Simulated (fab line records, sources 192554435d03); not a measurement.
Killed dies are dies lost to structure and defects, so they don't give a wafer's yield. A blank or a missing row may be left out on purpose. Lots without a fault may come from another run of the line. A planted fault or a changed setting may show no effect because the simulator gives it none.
fab line records | flow n5_finfet
record lots=7 wafers=19 last_day=19
route steps=1938 shown GATE_CUT@470 PASSIVATION@1936
lots that met no fault: from a run of the same line without faults
start_h: hours from the record's first day to the start of the lot's first wafer shown | wait_h: hours since the lot's step before | " the same as in the row above | L1.1+2: a row that stands for several wafers | - no value, or no start given | * or withheld: withheld | < > ~ a bound
route shown NAME@n: a module of which the file shows steps, and the number in the route of the first | usual: mean/standard deviation of fault-free wafers | same: alike in all rows | chamber/n: place in a boat | sites: the reading at each site | _std_site: their standard deviation | _edge_site: outer sites' mean less inner sites' | radius_mm: how far each site lies from the wafer's centre | mask NAME#n: copy n | behind: the tool/chamber that last shaped the wafer | hold: why the lot was held/for how many hours/how that ended | device: the transistor (n, p or np) that didn't switch | end of line: the same wafers' tests at the end of the route | a step without rows: its recipe alone | killed: dies lost to structure and defects at the first sort, not the wafer's yield | map: a wafer's dies, x killed, . not, _ none there
set.NAME: the setting as run; set.NAME@STEP: as run at that earlier step | model.NAME: the simulator's own value behind a step, which no gauge read
steps of the route over a sample of lots; a table a step, a row a wafer
services: from which hour (start_h, from the record's first day; less than 0 if before it) a tool's chamber was out of use, for how many hours, and why
## steps
# step N5_GATE_CUT_STRIP_59
# recipe chemistry=N2/H2 time_s=20 power_w=100 temp_c=40 pressure_mtorr=100 rf_frequency_hz=6e+07 bias_power_w=3 n2_flow_sccm=300 h2_flow_sccm=300
# usual chamber_pressure_mTorr=100.01/0.085 drypump_motor_current_A=5.6/0.47 oes_product_au=0.77/0.092 rf_vpp_V=45.3/0.85 showerhead_plenum_p_Torr=3.41/0.11 throttle_valve_pct=12.3/0.38
# columns lot.wafer tool chamber start_h wait_h chamber_pressure_mTorr drypump_motor_current_A oes_product_au rf_hours_counter_h rf_vpp_V showerhead_plenum_p_Torr throttle_valve_pct
L259.1 rie_diel-05 0 93.50 0.1 99.94 6.5 0.72 167 45.8 3.49 12.5
L259.3 " 1 " " 100.16 5.5 0.72 183 45.0 3.39 12.4
L259.5 " 2 " " 100.09 5.8 0.68 - 46.6 3.33 12.3
L260.1 rie_diel-02 3 100.09 0.1 100.01 5.4 0.94 9 46.9 3.61 12.0
L260.2 " 2 " " 100.18 5.7 0.70 221 45.4 3.34 12.6
L260.6 " 2 " " 100.13 5.7 0.69 - 45.5 3.34 12.6
L267.1 rie_diel-02 2 140.07 0.1 99.97 5.7 0.69 232 46.7 3.33 12.7
L267.2 " 1 " " 100.06 5.8 0.72 168 44.9 3.53 12.6
L270.4 rie_diel-04 0 161.59 0.1 100.01 5.3 0.96 6 46.6 3.56 11.4
L270.5 " 3 " " 100.07 5.0 0.89 - 44.6 3.44 11.7
L270.6 " 0 " " 99.98 5.3 0.94 - 47.1 3.56 11.4
L274.1 rie_diel-02 2 179.34 0.1 100.06 5.6 0.68 243 44.4 3.33 12.7
L274.4 " 3 " " 100.07 5.4 0.89 31 46.8 3.60 12.0
L274.6 " 0 " " 99.98 6.0 0.73 - 46.2 3.35 12.4
L280.4 rie_diel-05 1 215.81 0.1 99.95 5.6 0.69 220 45.1 3.37 12.5
L280.5 " 0 " " 100.17 6.5 0.70 - 45.0 3.47 12.6
L280.6 " 3 " " 99.98 5.3 0.68 - 46.3 3.35 12.8
L281.1 rie_diel-05 0 221.36 0.1 99.91 6.4 0.70 202 44.1 3.47 12.6
L281.2 " 2 " " 100.01 5.8 0.90 29 44.3 3.31 11.8
# step N5_GATE_CUT_ETCH_37
# recipe chemistry=N2/H2 target=SOC target_depth_a=600 overetch_a=120 mask_material=SiARC temp_c=40 time_s=90 ion_energy_ev=200 pressure_mtorr=30 source_w=840 bias_w=150 n2_flow_sccm=200 h2_flow_sccm=200
# usual chamber_pressure_mTorr=30.003/0.026 drypump_motor_current_A=5.6/0.47 oes_product_au=0.70/0.091 rf_vpp_V=523.9/2.5 showerhead_plenum_p_Torr=2.55/0.083 throttle_valve_pct=17.9/0.34
# columns lot.wafer tool chamber start_h wait_h chamber_pressure_mTorr drypump_motor_current_A oes_product_au rf_hours_counter_h rf_vpp_V showerhead_plenum_p_Torr throttle_valve_pct
L259.1 rie_diel-05 0 97.37 0.0 30.022 6.5 0.67 168 525.5 2.63 18.1
L259.3 " 2 " " 29.991 5.8 0.62 246 523.9 2.51 17.9
L259.5 " 0 " " 30.012 6.5 0.66 - 527.4 2.63 18.1
L260.1 rie_diel-04 3 104.19 0.0 29.994 5.0 0.86 5 525.0 2.60 17.3
L260.2 " 1 " " 29.937 6.2 0.63 209 520.2 2.42 18.1
L260.6 " 2 " " 29.982 4.9 0.74 - 525.4 2.59 17.7
L267.1 rie_diel-05 3 144.30 0.0 29.991 5.3 0.62 227 523.7 2.53 18.3
L267.2 " 2 " " 29.988 5.8 0.87 7 522.2 2.50 17.5
L270.4 rie_diel-05 2 164.99 0.0 30.021 5.7 0.85 - 521.6 2.50 17.5
L270.5 " 3 " " 30.004 5.3 0.62 - 522.6 2.53 18.4
L270.6 " 0 " " 29.943 6.5 0.64 - 527.3 2.62 18.1
L274.1 rie_diel-05 2 182.94 0.0 29.992 5.8 0.83 19 522.1 2.50 17.5
L274.4 " 1 " " 30.039 5.6 0.62 211 522.0 2.54 18.0
L274.6 " 3 " " 30.017 5.3 0.61 - 522.9 2.53 18.4
L280.4 rie_diel-05 2 219.18 0.0 29.954 5.8 0.81 29 521.9 2.49 17.5
L280.5 " 0 " " 29.993 6.5 0.64 - 526.3 2.61 18.1
L280.6 " 1 " " 30.018 5.5 0.52 - 522.3 2.54 18.0
L281.1 rie_diel-05 1 225.77 0.0 30.021 5.5 0.52 223 521.2 2.53 18.0
L281.2 " 2 " " 30.013 5.8 0.81 31 523.0 2.49 17.5
# step N5_GATE_CUT_HM_OPEN_40
# recipe chemistry=C4F6/O2 target=SiO2 mask_material=SiARC target_depth_a=1390 time_s=85.1 ion_energy_ev=250 pressure_mtorr=30 source_w=345 bias_w=185 Ar_flow_sccm=300 C4F6_flow_sccm=10 O2_flow_sccm=10 ends=cleared
# usual chamber_pressure_mTorr=30.002/0.027 drypump_motor_current_A=5.6/0.47 etch_rf_on_time_s=93.6/2.2 oes_product_au=0.70/0.095 rf_vpp_V=666/18 showerhead_plenum_p_Torr=2.85/0.096 throttle_valve_pct=20.9/0.33
# columns lot.wafer tool chamber start_h wait_h chamber_pressure_mTorr drypump_motor_current_A etch_rf_on_time_s oes_product_au rf_hours_counter_h rf_vpp_V showerhead_plenum_p_Torr throttle_valve_pct
L259.1 rie_diel-05 0 97.46 0.0 30.023 6.5 96.7 0.66 168 693 2.99 21.4
L259.3 " 2 " " 30.027 5.8 93.9 0.62 246 650 2.78 20.9
L259.5 " 0 " " 29.950 6.5 97.2 0.66 - 693 2.99 21.4
L260.1 rie_diel-04 3 104.27 0.0 29.994 5.0 90.7 0.87 5 681 2.95 20.6
L260.2 " 1 " " 30.023 6.2 91.4 0.63 209 680 2.75 21.3
L260.6 " 2 " " 29.997 4.9 92.1 0.76 - 635 2.89 20.8
L267.1 rie_diel-05 3 144.38 0.0 30.042 5.3 89.2 0.64 227 656 2.77 21.1
L267.2 " 2 " " 30.001 5.8 91.5 0.88 7 651 2.78 20.5
L270.4 rie_diel-05 2 165.07 0.0 29.983 5.7 92.4 0.86 - 648 2.77 20.5
L270.5 " 3 " " 29.981 5.3 93.1 0.62 - 657 2.77 21.1
L270.6 " 0 " " 29.982 6.5 97.7 0.64 - 694 2.98 21.4
L274.1 rie_diel-05 2 183.02 0.0 30.096 5.8 94.3 0.84 19 649 2.77 20.5
L274.4 " 1 " " 30.065 5.6 95.7 0.63 211 659 2.78 20.8
L274.6 " 3 " " 30.066 5.3 91.8 0.63 - 658 2.77 21.1
L280.4 rie_diel-05 2 219.26 0.0 29.999 5.8 90.1 0.83 29 649 2.77 20.5
L280.5 " 0 " " 29.980 6.4 92.3 0.64 - 693 2.97 21.5
L280.6 " 1 " " 29.977 5.5 94.7 0.30 - 661 2.78 20.6
L281.1 rie_diel-05 1 225.85 0.0 30.007 5.5 98.4 0.31 223 661 2.78 20.7
L281.2 " 2 " " 29.984 5.8 93.3 0.81 31 648 2.77 20.5
# step N5_GATE_CUT_STRIP_41
# recipe chemistry=CF4 resist=SiARC power_w=300 bias_power_w=75 pressure_mtorr=50 cf4_flow_sccm=150 rf_frequency_hz=6e+07
# usual chamber_pressure_mTorr=50.00/0.049 drypump_motor_current_A=5.6/0.47 oes_product_au=0.180/0.024 rf_vpp_V=271.3/1.2 showerhead_plenum_p_Torr=1.79/0.049 throttle_valve_pct=13.6/0.34
# columns lot.wafer tool chamber start_h wait_h chamber_pressure_mTorr drypump_motor_current_A oes_product_au rf_hours_counter_h rf_vpp_V showerhead_plenum_p_Torr throttle_valve_pct
L259.1 rie_diel-05 0 97.52 0.0 49.96 6.4 0.173 168 271.8 1.83 13.7
L259.3 " 2 " " 50.00 5.8 0.161 246 269.7 1.76 13.7
L259.5 " 0 " " 50.02 6.5 0.171 - 273.9 1.84 13.7
L260.1 rie_diel-04 3 104.33 0.0 50.02 5.0 0.217 5 270.7 1.81 12.9
L260.2 " 1 " " 50.06 6.2 0.160 209 268.7 1.73 13.9
L260.6 " 2 " " 50.04 4.9 0.188 - 272.3 1.81 13.4
L267.1 rie_diel-05 3 144.44 0.0 50.01 5.3 0.157 227 270.4 1.79 14.0
L267.2 " 2 " " 49.93 5.8 0.228 7 269.6 1.76 13.2
L270.4 rie_diel-05 2 165.11 0.0 50.00 5.8 0.214 - 269.9 1.75 13.2
L270.5 " 3 " " 49.97 5.3 0.163 - 270.7 1.78 14.0
L270.6 " 0 " " 50.04 6.4 0.169 - 272.3 1.83 13.8
L274.1 rie_diel-05 2 183.09 0.0 50.06 5.8 0.213 20 270.5 1.75 13.2
L274.4 " 1 " " 50.09 5.5 0.163 211 272.0 1.77 13.7
L274.6 " 3 " " 49.96 5.3 0.159 - 270.4 1.78 14.1
L280.4 rie_diel-05 2 219.32 0.0 49.98 5.8 0.212 29 270.1 1.75 13.2
L280.5 " 0 " " 49.99 6.4 0.164 - 272.9 1.83 13.8
L280.6 " 1 " " 50.02 5.5 0.160 - 270.7 1.77 13.7
L281.1 rie_diel-05 1 225.91 0.0 50.03 5.5 0.161 223 270.7 1.77 13.7
L281.2 " 2 " " 49.97 5.8 0.204 31 270.8 1.75 13.2
# step N5_GATE_CUT_STRIP_42
# recipe chemistry=O2 power_w=400 temp_c=40 pressure_mtorr=30 rf_frequency_hz=6e+07 bias_power_w=0 overash_fraction=0.3 o2_flow_sccm=225
# usual chamber_pressure_mTorr=30.001/0.028 drypump_motor_current_A=5.6/0.47 o2_flow_sccm=225.0/0.72 oes_product_au=0.78/0.1 rf_vpp_V=3.6/0.48 showerhead_plenum_p_Torr=2.10/0.069 throttle_valve_pct=16.7/0.35
# columns lot.wafer tool chamber start_h wait_h chamber_pressure_mTorr drypump_motor_current_A o2_flow_sccm oes_product_au rf_hours_counter_h rf_vpp_V showerhead_plenum_p_Torr throttle_valve_pct
L259.1 rie_diel-05 0 97.54 0.0 30.009 6.4 225.2 0.72 168 3.8 2.18 16.9
L259.3 " 2 " " 29.974 5.8 225.6 0.69 246 3.4 2.04 16.6
L259.5 " 0 " " 30.046 6.5 225.1 0.72 - 3.6 2.18 16.9
L260.1 rie_diel-04 3 104.35 0.0 30.032 5.0 225.1 0.97 5 3.2 2.11 16.0
L260.2 " 1 " " 30.038 6.2 224.6 0.71 209 3.1 2.01 17.0
L260.6 " 2 " " 30.001 4.9 224.0 0.85 - 3.4 2.16 16.7
L267.1 rie_diel-05 3 144.46 0.0 29.990 5.3 225.9 0.69 227 3.7 2.09 17.1
L267.2 " 2 " " 30.032 5.8 224.4 0.95 7 4.2 2.04 16.2
L270.4 rie_diel-05 2 165.14 0.0 29.998 5.7 224.9 0.94 - 2.7 2.04 16.2
L270.5 " 3 " " 29.973 5.3 225.5 0.70 - 4.0 2.09 17.1
L270.6 " 0 " " 30.014 6.5 223.2 0.71 - 3.1 2.17 17.0
L274.1 rie_diel-05 2 183.11 0.0 29.995 5.8 225.0 0.91 20 3.3 2.03 16.2
L274.4 " 1 " " 30.059 5.5 224.7 0.70 211 3.4 2.06 16.7
L274.6 " 3 " " 29.993 5.3 225.0 0.69 - 3.2 2.08 17.1
L280.4 rie_diel-05 2 219.34 0.0 29.936 5.8 224.6 0.90 29 3.3 2.03 16.2
L280.5 " 0 " " 29.970 6.4 225.2 0.69 - 3.0 2.16 17.0
L280.6 " 1 " " 30.023 5.5 225.6 0.69 - 4.6 2.05 16.7
L281.1 rie_diel-05 1 225.93 0.0 29.957 5.5 225.2 0.68 223 3.4 2.05 16.7
L281.2 " 2 " " 30.009 5.7 224.9 0.89 31 3.6 2.03 16.3
# step N5_GATE_CUT_ETCH_19
# recipe chemistry=CH3F/O2 target=SiNx mask_material=SiO2 target_depth_a=537 time_s=76.7 pressure_mtorr=30 source_w=395 bias_w=73 Ar_flow_sccm=150 CH3F_flow_sccm=30 O2_flow_sccm=20 ion_energy_ev=120 ends=cleared
# usual chamber_pressure_mTorr=30.002/0.026 drypump_motor_current_A=5.6/0.46 etch_rf_on_time_s=77.2/1.6 oes_product_au=0.66/0.089 rf_vpp_V=297/8 showerhead_plenum_p_Torr=2.00/0.07 throttle_valve_pct=16.4/0.31
# columns lot.wafer tool chamber start_h wait_h chamber_pressure_mTorr drypump_motor_current_A etch_rf_on_time_s oes_product_au rf_hours_counter_h rf_vpp_V showerhead_plenum_p_Torr throttle_valve_pct
L259.1 rie_diel-05 0 97.58 0.0 29.999 6.5 77.9 0.62 168 310 2.10 16.8
L259.3 " 2 " " 30.035 5.8 77.4 0.59 246 290 1.95 16.4
L259.5 " 0 " " 30.014 6.5 78.2 0.62 - 309 2.10 16.7
L260.1 rie_diel-04 3 104.39 0.0 29.999 5.0 76.0 0.82 5 302 2.07 15.9
L260.2 " 1 " " 29.986 6.2 75.3 0.60 209 303 1.93 16.7
L260.6 " 2 " " 30.033 4.9 76.0 0.71 - 283 2.03 16.2
L267.1 rie_diel-05 3 144.50 0.0 29.985 5.3 76.3 0.59 227 294 1.95 16.6
L267.2 " 2 " " 30.042 5.8 77.1 0.82 7 290 1.95 15.9
L270.4 rie_diel-05 2 165.21 0.0 29.990 5.8 76.2 0.81 - 290 1.95 15.9
L270.5 " 3 " " 30.016 5.3 74.9 0.60 - 293 1.95 16.6
L270.6 " 0 " " 29.983 6.5 78.4 0.61 - 309 2.09 16.8
L274.1 rie_diel-05 2 183.15 0.0 29.960 5.8 76.0 0.80 20 290 1.94 15.9
L274.4 " 1 " " 29.967 5.5 79.6 0.59 211 295 1.95 16.3
L274.6 " 3 " " 29.976 5.3 75.6 0.58 - 295 1.94 16.6
L280.4 rie_diel-05 2 219.38 0.0 30.017 5.7 77.1 0.78 29 290 1.94 15.9
L280.5 " 0 " " 29.985 6.4 77.9 0.61 - 309 2.09 16.8
L280.6 " 1 " " 30.015 5.6 191.8 0.26 - 297 1.95 16.3
L281.1 rie_diel-05 1 225.97 0.0 30.006 5.6 191.8 0.26 223 295 1.95 16.3
L281.2 " 2 " " 30.001 5.8 76.5 0.78 31 290 1.94 15.9
# step N5_GATE_CUT_CUT_ETCH_53
# recipe chemistry=SF6/Cl2 target=W mask_material=SiO2 target_depth_a=792 pressure_mtorr=8 icp_w=900 bias_w=80 SF6_flow_sccm=40 Cl2_flow_sccm=60 ends=cleared
# usual chamber_pressure_mTorr=8.000/0.007 drypump_motor_current_A=5.5/0.38 etch_rf_on_time_s=26.2/0.55 mfc_cl2_sccm=60.00/0.16 oes_product_au=0.71/0.13 throttle_valve_pct=28.8/0.34
# columns lot.wafer tool chamber start_h wait_h chamber_pressure_mTorr drypump_motor_current_A etch_rf_on_time_s mfc_cl2_sccm oes_product_au rf_hours_counter_h throttle_valve_pct
L259.1 rie_metal-03 0 97.69 0.1 8.002 5.7 26.1 60.14 0.86 4 28.7
L259.3 " 0 " " 7.995 5.7 25.9 60.10 0.87 - 28.8
L259.5 " 1 " " 8.000 5.6 27.4 59.86 0.69 - 28.9
L260.1 rie_metal-03 0 104.50 0.1 8.001 5.6 25.6 59.97 0.87 4 28.7
L260.2 " 1 " " 7.995 5.6 27.0 59.90 0.70 34 28.9
L260.6 " 0 " " 7.990 5.7 25.6 59.90 0.87 - 28.7
L267.1 rie_metal-02 0 144.61 0.1 7.994 6.2 25.8 60.05 0.82 10 28.5
L267.2 " 1 " " 8.006 5.5 26.5 60.13 0.77 22 28.5
L270.4 rie_metal-01 0 165.33 0.1 7.995 5.0 26.1 60.09 0.53 - 29.3
L270.5 " 0 " " 8.002 5.0 26.3 60.04 0.53 - 29.3
L270.6 " 0 " " 8.005 5.0 26.4 59.79 0.53 - 29.3
L274.1 rie_metal-01 0 183.25 0.1 8.000 5.0 26.2 60.12 0.53 150 29.3
L274.4 " 0 " " 7.991 5.1 26.3 60.07 0.53 - 29.3
L274.6 " 0 " " 7.997 5.0 26.2 59.93 0.53 - 29.3
L280.4 rie_metal-01 0 219.55 0.1 8.011 5.1 26.3 59.77 0.52 - 29.4
L280.5 " 0 " " 8.001 5.1 26.2 59.92 0.52 - 29.4
L280.6 " 0 " " 7.994 5.1 34.3 60.06 0.21 - 27.9
L281.1 rie_metal-01 0 226.08 0.1 7.991 5.0 34.3 60.34 0.21 156 27.9
L281.2 " 0 " " 7.987 5.1 26.2 59.97 0.52 - 29.4
# step N5_PASSIVATION_PROBE_49
# usual killed_at_M0_to_M3=33/11 killed_at_M4_up=13/5.2 killed_at_contacts=11/5.7 killed_at_front_end=39/11 killed_at_other=4/3 killed_dies=101/20 killed_on_rim=13/4.1 killed_open=66/15 killed_short=33/8.4
# same gross_dies=1180 killed_at_back_side=0
# columns lot.wafer tool chamber start_h wait_h killed_at_M0_to_M3 killed_at_M4_up killed_at_contacts killed_at_front_end killed_at_other killed_dies killed_on_rim killed_open killed_short
L260.1 prober-01 - 297.33 0.0 43 25 12 39 4 123 17 84 35
L260.2 prober-01 - 297.38 0.1 31 20 19 40 4 114 18 68 37
L260.6 prober-01 - 297.58 0.3 19 18 10 48 2 97 16 67 27
L270.4 prober-01 - 364.26 0.2 54 22 4 67 4 151 21 97 54
L270.5 prober-01 - 364.31 0.2 39 18 11 47 1 116 11 78 34
L270.6 prober-01 - 364.36 0.3 55 20 14 44 3 136 16 96 37
L274.1 prober-02 - 385.93 0.0 21 10 8 39 2 80 12 52 28
L274.4 prober-02 - 386.08 0.2 26 16 11 33 4 90 17 60 30
L274.6 prober-02 - 386.18 0.3 30 13 5 50 3 101 13 69 30
L281.1 prober-02 - 419.39 0.0 21 17 8 1130 4 1180 152 59 20
L281.2 prober-02 - 419.44 0.1 25 10 7 27 3 72 14 55 16
L280.4 prober-02 - 447.96 0.2 28 18 16 54 3 119 11 73 41
L280.5 prober-02 - 448.01 0.2 23 17 21 22 2 85 6 49 32
L280.6 prober-02 - 448.06 0.3 21 16 3 1125 15 1180 152 61 32
# killed by level:class
L260.1 BEOL_M0_SAQP:geometric_particle:open=13 MOL_CONTACT_COAG:geometric_particle:open=11 BEOL_M4:geometric_particle:open=11 STI_FIN_REVEAL:geometric_particle:open=9 BEOL_M3:geometric_particle:open=9 BEOL_M0_SAQP:geometric_particle:short=8 FIN_SAQP:geometric_particle:open=5 GATE_CUT:geometric_particle:short=5
L260.2 MOL_CONTACT_COAG:geometric_particle:open=10 MOL_CONTACT_COAG:geometric_particle:short=9 STI_FIN_REVEAL:geometric_particle:open=8 BEOL_M4:geometric_particle:open=8 FIN_SAQP:geometric_particle:open=7 BEOL_M1:geometric_particle:open=7 STARTING-WAFER:geometric_particle:open=6 BEOL_M3:geometric_particle:short=6
L260.6 STI_FIN_REVEAL:geometric_particle:open=22 MOL_CONTACT_COAG:geometric_particle:open=8 BEOL_M1:geometric_particle:open=7 GATE_CUT:geometric_particle:open=6 STI_FIN_REVEAL:geometric_particle:short=4 BEOL_M3:geometric_particle:open=4 BEOL_M4:geometric_particle:open=4 BEOL_M5:geometric_particle:open=4
L270.4 FIN_SAQP:geometric_particle:open=18 STI_FIN_REVEAL:geometric_particle:open=18 BEOL_M0_SAQP:geometric_particle:short=13 BEOL_M3:geometric_particle:open=11 BEOL_M4:geometric_particle:open=10 BEOL_M0_SAQP:geometric_particle:open=9 FIN_SAQP:geometric_particle:short=8 BEOL_M3:geometric_particle:short=8
L270.5 STI_FIN_REVEAL:geometric_particle:open=12 BEOL_M3:geometric_particle:open=10 FIN_SAQP:geometric_particle:open=8 DUMMY_GATE:geometric_particle:open=6 MOL_CONTACT_COAG:geometric_particle:open=6 BEOL_M2:geometric_particle:open=6 STARTING-WAFER:geometric_particle:open=6 FIN_SAQP:geometric_particle:short=5
L270.6 STI_FIN_REVEAL:geometric_particle:open=19 BEOL_M4:geometric_particle:open=14 BEOL_M0_SAQP:geometric_particle:open=12 MOL_CONTACT_COAG:geometric_particle:open=12 BEOL_M0_SAQP:geometric_particle:short=9 BEOL_M1:geometric_particle:open=8 BEOL_M3:geometric_particle:open=7 STI_FIN_REVEAL:geometric_particle:short=7
L274.1 FIN_SAQP:geometric_particle:short=11 FIN_SAQP:geometric_particle:open=9 STI_FIN_REVEAL:geometric_particle:open=8 MOL_CONTACT_COAG:geometric_particle:open=7 BEOL_M1:geometric_particle:open=6 BEOL_M0_SAQP:geometric_particle:short=6 BEOL_M4:geometric_particle:open=6 DUMMY_GATE:geometric_particle:open=5
L274.4 STI_FIN_REVEAL:geometric_particle:open=9 MOL_CONTACT_COAG:geometric_particle:open=8 FIN_SAQP:geometric_particle:open=7 FIN_SAQP:geometric_particle:short=6 BEOL_M3:geometric_particle:open=6 BEOL_M2:geometric_particle:open=5 BEOL_M0_SAQP:geometric_particle:open=5 BEOL_M0_SAQP:geometric_particle:short=5
L274.6 FIN_SAQP:geometric_particle:open=14 FIN_SAQP:geometric_particle:short=9 DUMMY_GATE:geometric_particle:open=9 BEOL_M2:geometric_particle:open=8 STI_FIN_REVEAL:geometric_particle:open=7 BEOL_M0_SAQP:geometric_particle:open=5 BEOL_M4:geometric_particle:open=5 BEOL_M5:geometric_particle:open=5
L281.1 GATE_CUT:area_etch=1098 FIN_SAQP:geometric_particle:open=13 STI_FIN_REVEAL:geometric_particle:open=6 MOL_CONTACT_COAG:geometric_particle:open=6 BEOL_M4:geometric_particle:open=6 BEOL_M8:geometric_particle:open=5 FIN_SAQP:geometric_particle:short=4 BEOL_M0_SAQP:geometric_particle:open=4
L281.2 BEOL_M4:geometric_particle:open=8 FIN_SAQP:geometric_particle:open=7 MOL_CONTACT_COAG:geometric_particle:open=6 BEOL_M0_SAQP:geometric_particle:open=5 BEOL_M1:geometric_particle:open=5 BEOL_M3:geometric_particle:open=5 STI_FIN_REVEAL:geometric_particle:open=4 DUMMY_GATE:geometric_particle:open=4
L280.4 FIN_SAQP:geometric_particle:open=17 FIN_SAQP:geometric_particle:short=14 MOL_CONTACT_COAG:geometric_particle:open=14 BEOL_M3:geometric_particle:open=8 BEOL_M0_SAQP:geometric_particle:short=7 STI_FIN_REVEAL:geometric_particle:open=6 DUMMY_GATE:geometric_particle:open=5 BEOL_M0_SAQP:geometric_particle:open=4
L280.5 MOL_CONTACT_COAG:geometric_particle:open=18 BEOL_M0:geometric_particle:short=7 FIN_SAQP:geometric_particle:short=5 FIN_SAQP:geometric_particle:open=4 STARTING-WAFER:geometric_particle:short=4 MOL_CONTACT_COAG:geometric_particle:short=3 BEOL_M0_SAQP:geometric_particle:short=3 BEOL_M3:geometric_particle:open=3
L280.6 GATE_CUT:area_etch=1085 FIN_SAQP:geometric_particle:open=11 STI_FIN_REVEAL:geometric_particle:open=8 GATE_CUT:geometric_particle:short=6 BEOL_M3:geometric_particle:open=6 BEOL_M4:geometric_particle:open=5 FIN_SAQP:geometric_particle:short=4 BEOL_M2:geometric_particle:open=4
## services
# columns tool chamber start_h hours kind
rie_diel-05 - 69.73 15.6 pm
rie_diel-04 3 75.44 - clean
rie_diel-04 3 75.44 - consumable_replace:focus_ring
rie_diel-04 3 75.44 12.3 scheduled_down
rie_diel-04 3 75.44 12.3 vent_cycle
rie_metal-03 1 79.41 17.3 repair
rie_diel-04 2 79.75 5.4 repair
rie_metal-03 0 85.81 3.8 repair
rie_diel-05 2 111.34 - clean
rie_diel-05 2 111.34 - consumable_replace:focus_ring
rie_diel-05 2 111.34 15.7 scheduled_down
rie_diel-05 2 111.34 15.7 vent_cycle
rie_diel-02 0 137.14 1.7 repair
rie_diel-05 0 139.20 12.1 repair
rie_metal-01 1 144.96 112.8 repair
rie_metal-03 1 165.66 1.4 repair
rie_diel-02 2 167.26 2.7 repair
rie_diel-04 3 171.42 1.6 repair
rie_metal-01 - 188.23 0.6 repair
rie_diel-04 1 190.80 1.3 repair
rie_diel-05 3 222.62 - clean
rie_diel-05 3 222.62 - consumable_replace:focus_ring
rie_diel-05 3 222.62 24.3 scheduled_down
rie_diel-05 3 222.62 24.3 vent_cycle
## key
first_sign step=N5_GATE_CUT_HM_OPEN_40 reading=oes_product_au direction=down sigmas=4.2 usual=0.70 struck=0.30
effect step=N5_GATE_CUT_ETCH_19 reading=etch_rf_on_time_s direction=up sigmas=73 usual=* struck=*
effect step=N5_GATE_CUT_CUT_ETCH_53 reading=etch_rf_on_time_s direction=up sigmas=15 usual=* struck=*
effect step=N5_PASSIVATION_PROBE_49 reading=killed_at_front_end direction=up sigmas=98 usual=39 struck=1128
more_kills_born_at N5_GATE_CUT_ETCH_37@rie_diel-05=2183
met_at N5_GATE_CUT_ETCH_37
struck_lots L280,L281
struck_wafers L280.6,L281.1
later_rows_left_out L280.6,L281.1
tester_left_out L280,L281
not_acting_at N5_GATE_CUT_STRIP_59,N5_GATE_CUT_STRIP_41,N5_GATE_CUT_STRIP_42
onset_between 182.94 219.18
fault kind=process_parameter_drift tool=rie_diel-05 chamber=- onset_h=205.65 steps=N5_GATE_CUT_ETCH_37 channel=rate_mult offset=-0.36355 shape=step end_h=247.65 scope=struck_wafers_only
# tester_left_out: of these lots the tester's yield and bins aren't shown, on N5 and GAA mostly nor the transistor test; their killed dies are dies lost to structure and defects alone, not to doping, threshold or leakage, so they don't give the yield
# later_rows_left_out: the simulator's readings of these wafers behind a module that went badly wrong aren't trusted and aren't shown, but for the sort
